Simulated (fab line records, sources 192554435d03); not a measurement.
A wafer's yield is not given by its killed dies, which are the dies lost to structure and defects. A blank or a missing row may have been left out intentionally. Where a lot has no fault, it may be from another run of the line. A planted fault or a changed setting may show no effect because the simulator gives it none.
fab line records -- flow n5_finfet
record lots=7, wafers=39
route steps=1938 shown DUMMY_GATE@228 HKMG_FIN@412 MOL_CONTACT_COAG@562 BEOL_M4@1111
start_h: the number of hours between the record's first day and the start of the first shown wafer of the lot -- wait_h: hours since the lot's step before -- " same as the row above -- L1.1+2: one row covering several wafers at once -- - either no value or no given start -- * or withheld: withheld -- < > ~ a bound
route shown NAME@n: a module of which the file shows steps, and the number in the route of the first -- usual: the fault-free wafers' mean and standard deviation -- same: alike in all rows -- chamber/n: place in a boat -- sites: each site's reading -- _std_site: their standard deviation -- _edge_site: mean of outer sites minus mean of inner sites -- radius_mm: for every site, how far away it sits from the centre of the wafer -- mask NAME#n: copy n -- behind: tool/chamber where the wafer was last shaped -- hold: the reason the lot was held/the length of the hold in hours/how it ended -- device: transistor that didn't switch, given as n, p or np -- end of line: the route-end tests of the same wafers -- a step with no rows: only its recipe -- killed: dies that structure and defects cost at the first sort, which is not the same as the wafer's yield -- map: dies across one wafer; x = killed, . = not, _ = none there
set.NAME: the run value of the setting; set.NAME@STEP: its run value at that earlier step -- model.NAME: the simulator's own value behind a step, which no gauge read
lots whose settings were changed on purpose; a table a step, a row a wafer
## steps
# step N5_DUMMY_GATE_EXPOSE_12
# recipe mask_id=GATE, na=0.33, source_shape=annular, sigma_inner=0.2, sigma_outer=0.6, polarization=unpolarized, target_cd_nm=25, dose_mj=34
# step N5_DUMMY_GATE_ETCH_37
# recipe chemistry=N2/H2, target=SOC, target_depth_a=600, overetch_a=300, temp_c=40, ion_energy_ev=200, pressure_mtorr=30, source_w=840, bias_w=150, n2_flow_sccm=200, h2_flow_sccm=200
# step N5_DUMMY_GATE_ETCH_31
# recipe chemistry=C4F6/O2, target=SiO2, mask_material=SOC, target_depth_a=825, time_s=27.5, ion_energy_ev=250, pressure_mtorr=30, source_w=345, bias_w=185, Ar_flow_sccm=300, C4F6_flow_sccm=10, O2_flow_sccm=10
# step N5_HKMG_FIN_ALD_79
# recipe material=TiN, target_thk_a=15, temp_c=400, ald_precursor_family=TiCl4, ald_co_reactant=NH3, pulse_time_s=1, purge_time_s=3, co_reactant_purge_time_s=2, co_reactant_pulse_time_s=2, ald_cycles=68, pressure_torr=3
# step N5_HKMG_FIN_PWFM_ALD_03
# recipe material=TiN, target_thk_a=20, temp_c=400, ald_precursor_family=TiCl4, ald_co_reactant=NH3, pulse_time_s=1, purge_time_s=3, co_reactant_purge_time_s=2, co_reactant_pulse_time_s=2, ald_cycles=91, pressure_torr=3
# step N5_MOL_CONTACT_COAG_ALD_123
# recipe material=SiNx, target_thk_a=50, temp_c=400, ald_precursor_family=SiH2I2, ald_co_reactant=N2/H2-plasma, pulse_time_s=1, purge_time_s=2, co_reactant_purge_time_s=2, ald_cycles=100, pressure_torr=2
# step N5_MOL_CONTACT_COAG_VIA_ETCH_46
# recipe chemistry=C4F6/O2, target_depth_a=460, overetch_a=92, mask_material=SOC, target=SiO2, bias_w=455, pressure_mtorr=10, time_s=40, source_w=325, Ar_flow_sccm=300, C4F6_flow_sccm=10, O2_flow_sccm=10, ion_energy_ev=575.3, ends=end_point
# step N5_BEOL_M4_RC_MEAS_101
# usual DIBL_P=36.7/2, IOFF_P=0.22/0.035, IOFF_P_85C=3.8/0.51, VT_P_LONG=-275.5/2.8, VT_P_LVT=-98.3/2.6
lot.wafer,tool,chamber,start_h,wait_h,set.dose_mj@DUMMY_GATE_EXPOSE_12,set.source_w@DUMMY_GATE_ETCH_37,set.target_depth_a@DUMMY_GATE_ETCH_31,set.co_reactant_pulse_time_s@HKMG_FIN_ALD_79,set.ald_cycles@HKMG_FIN_PWFM_ALD_03,set.temp_c@MOL_CONTACT_COAG_ALD_123,set.target_depth_a@MOL_CONTACT_COAG_VIA_ETCH_46,DIBL_P[mV/V],IOFF_P[nA/um],IOFF_P_85C[nA/um],VT_P_LONG[mV],VT_P_LVT[mV]
L077.1,prober-02,0,187.31,0.0,35.8,840,862.6,2,91,400,421.6,40.1,0.32,5.2,-270.9,-94.4
L077.2,prober-02,0,187.31,0.0,34,957.4,862.6,2,91,400,421.6,37.4,0.27,4.4,-271.3,-96.2
L077.3,prober-02,0,187.31,0.0,34,840,825,2,91,400,460,37.4,0.26,4.4,-273.7,-96.8
L077.4,prober-02,0,187.31,0.0,34,840,825,2,91,387.8,460,33.4,0.19,3.3,-274.3,-101.3
L077.5,prober-02,0,187.31,0.0,35.8,957.4,862.6,2,91,387.8,460,41.8,0.36,5.6,-273.5,-93.8
L077.6,prober-02,0,187.31,0.0,35.8,957.4,825,2,91,387.8,421.6,41.0,0.33,5.3,-270.2,-94.5
L083.1,prober-01,0,219.44,0.0,34,770.3,877.1,2,87,400,460,36.8,0.18,3.2,-281.1,-104.7
L083.2,prober-01,0,219.44,0.0,34,770.3,825,2.215,91,415.1,460,36.1,0.19,3.4,-279.5,-102.4
L083.3,prober-01,0,219.44,0.0,36.16,840,825,2,87,415.1,515.7,41.5,0.24,4.2,-283.6,-101.0
L083.4,prober-01,0,219.44,0.0,36.16,770.3,877.1,2.215,91,400,460,40.3,0.25,4.3,-280.2,-98.4
L083.5,prober-01,0,219.44,0.0,34,840,825,2.215,87,400,515.7,37.9,0.19,3.5,-280.4,-103.3
L083.6,prober-01,0,219.44,0.0,36.16,840,877.1,2,91,415.1,515.7,42.8,0.30,5.0,-280.8,-97.0
L084.1,prober-02,0,226.97,0.0,34,840,825,2,91,400,422,35.1,0.18,3.3,-276.6,-101.4
L084.2,prober-02,0,226.97,0.0,34,840,825,2,91,406.3,460,34.7,0.17,3.2,-276.6,-101.5
L084.3,prober-02,0,226.97,0.0,34,704.9,825,2.22,91,406.3,460,35.6,0.19,3.4,-276.5,-101.3
L084.4,prober-02,0,226.97,0.0,34,704.9,825,2,91,400,422,35.3,0.19,3.4,-276.8,-101.0
L084.5,prober-02,0,226.97,0.0,34,840,825,2.22,91,406.3,422,39.5,0.24,4.2,-274.2,-99.0
L084.6,prober-02,0,226.97,0.0,34,704.9,825,2.22,91,400,460,34.1,0.17,3.0,-275.9,-102.8
L090.1,prober-02,0,257.08,0.0,34,901.2,825,1.582,97,400,460,37.1,0.29,4.8,-265.7,-89.5
L090.2,prober-02,0,257.08,0.0,34,840,825,2,97,393,460,36.5,0.28,4.7,-266.7,-89.9
L090.3,prober-02,0,257.08,0.0,31.62,840,825,2,91,400,460,31.1,0.16,2.9,-272.8,-98.1
L090.4,prober-02,0,257.08,0.0,31.62,901.2,825,1.582,91,393,460,36.1,0.24,4.1,-271.6,-93.4
L090.5,prober-02,0,257.08,0.0,31.62,901.2,825,2,97,400,460,34.3,0.25,4.2,-269.4,-90.0
L090.6,prober-02,0,257.08,0.0,34,840,825,1.582,91,393,460,37.8,0.24,4.1,-272.2,-94.2
L091.1,prober-02,0,261.62,0.0,34,840,825,2,99,388.8,405.9,34.1,0.23,4.0,-271.8,-93.2
L091.2,prober-02,0,261.62,0.0,34,911.8,825,1.858,91,388.8,460,35.9,0.21,3.7,-278.3,-97.8
L091.3,prober-02,0,261.62,0.0,34,911.8,825,2,91,400,460,41.2,0.32,5.2,-278.3,-92.4
L091.4,prober-02,0,261.62,0.0,34,840,825,2,99,388.8,405.9,37.0,0.30,5.0,-270.8,-89.0
L091.5,prober-02,0,261.62,0.0,34,840,825,1.858,91,400,405.9,36.6,0.23,4.0,-279.3,-96.7
L091.6,prober-02,0,261.62,0.0,34,911.8,825,1.858,99,400,460,37.4,0.30,5.0,-270.2,-89.6
L097.1,prober-02,0,299.94,0.0,35.99,840,775.4,2,95,400,460,40.1,0.29,5.0,-271.6,-93.2
L097.2,prober-02,0,299.94,0.0,34,840,775.4,2,95,400,460,35.7,0.24,4.1,-273.3,-94.1
L097.3,prober-02,0,299.94,0.0,35.99,840,825,2,91,400,460,38.5,0.25,4.3,-277.9,-95.8
L097.4,prober-02,0,299.94,0.0,34,840,825,2,95,400,460,36.8,0.25,4.3,-270.2,-94.2
L097.5,prober-02,0,299.94,0.0,35.99,840,775.4,2,91,400,460,42.0,0.32,5.4,-273.8,-93.3
L097.6,prober-02,0,299.94,0.0,34,840,825,2,91,400,460,34.2,0.18,3.3,-274.8,-99.0
L096.1,prober-02,0,322.40,0.0,34,840,825,2,91,400,460,36.5,0.24,4.0,-274.3,-95.5
L096.3,prober-02,0,322.40,0.0,34,840,825,2,91,400,460,34.4,0.20,3.6,-274.3,-96.1
L096.5,prober-02,0,322.40,0.0,34,840,825,2,91,400,460,34.2,0.20,3.5,-272.5,-98.6
## key
split step=N5_DUMMY_GATE_EXPOSE_12, setting=dose_mj, stated_as=34
response step=N5_BEOL_M4_RC_MEAS_101, reading=DIBL_P, slope=+0.697, per=1%, together_with=all, explained=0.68
response step=N5_BEOL_M4_RC_MEAS_101, reading=IOFF_P, slope=+0.0111, per=1%, together_with=all, explained=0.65
response step=N5_BEOL_M4_RC_MEAS_101, reading=IOFF_P_85C, slope=+0.158, per=1%, together_with=all, explained=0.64
split step=N5_DUMMY_GATE_ETCH_37, setting=source_w, stated_as=840
response none clear
split step=N5_DUMMY_GATE_ETCH_31, setting=target_depth_a, stated_as=825
response none clear
split step=N5_HKMG_FIN_ALD_79, setting=co_reactant_pulse_time_s, stated_as=2
response none clear
split step=N5_HKMG_FIN_PWFM_ALD_03, setting=ald_cycles, stated_as=91
response step=N5_BEOL_M4_RC_MEAS_101, reading=VT_P_LONG, slope=+0.765, per=1%, together_with=all, explained=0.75
response step=N5_BEOL_M4_RC_MEAS_101, reading=VT_P_LVT, slope=+0.614, per=1%, together_with=all, explained=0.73
split step=N5_MOL_CONTACT_COAG_ALD_123, setting=temp_c, stated_as=400
response none clear
split step=N5_MOL_CONTACT_COAG_VIA_ETCH_46, setting=target_depth_a, stated_as=460
response none clear
